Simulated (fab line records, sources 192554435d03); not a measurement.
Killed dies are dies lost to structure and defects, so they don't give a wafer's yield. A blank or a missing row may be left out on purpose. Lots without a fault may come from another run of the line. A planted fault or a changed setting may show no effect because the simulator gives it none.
Chamber matching | flow n5_finfet | N5_BEOL_M4_DESCUM_16 on rie_diel-02: 4 sister chambers
The step chemistry O2, time 7 s. 4 wafers are shown with their chamber, then 7 later ones without.

WAFERS WITH THEIR CHAMBER
wafer  | chamber | showerhead_plenum_p_Torr (Torr)
L081.3 | 1       | 2.16
L081.5 | 3       | 2.10
L084.1 | 0       | 2.03
L084.3 | 2       | 2.24

WAFERS WITHOUT THEIR CHAMBER
wafer  | showerhead_plenum_p_Torr (Torr)
L084.5 | 2.15
L091.2 | 2.03
L091.5 | 2.09
L091.6 | 2.03
L097.2 | 2.23
L097.3 | 2.02
L097.5 | 2.08

WHICH CHAMBER EACH WENT THROUGH
wafer  | from the rows above | in truth
L084.5 | 1                   | 1
L091.2 | 0                   | 0
L091.5 | 3                   | 3
L091.6 | 0                   | 0
L097.2 | 2                   | 2
L097.3 | 0                   | 0
L097.5 | 3                   | 3
Placed correctly: 7 of 7. Can't be placed from these rows: 0. Placed wrongly: 0.
How it was worked out, from the rows above alone: a wafer's distance from a chamber is the root of the sum, over the readings, of the square of ((its reading less the chamber's mean) divided by the reading's scatter). The wafer belongs to the nearest chamber; if the next one is less than 2 further off, it can't be placed. A chamber's mean is the mean of its shown wafers. The scatter: with one shown wafer a chamber, the root of the mean of the squares of how far each hidden wafer lies from its nearest shown one.
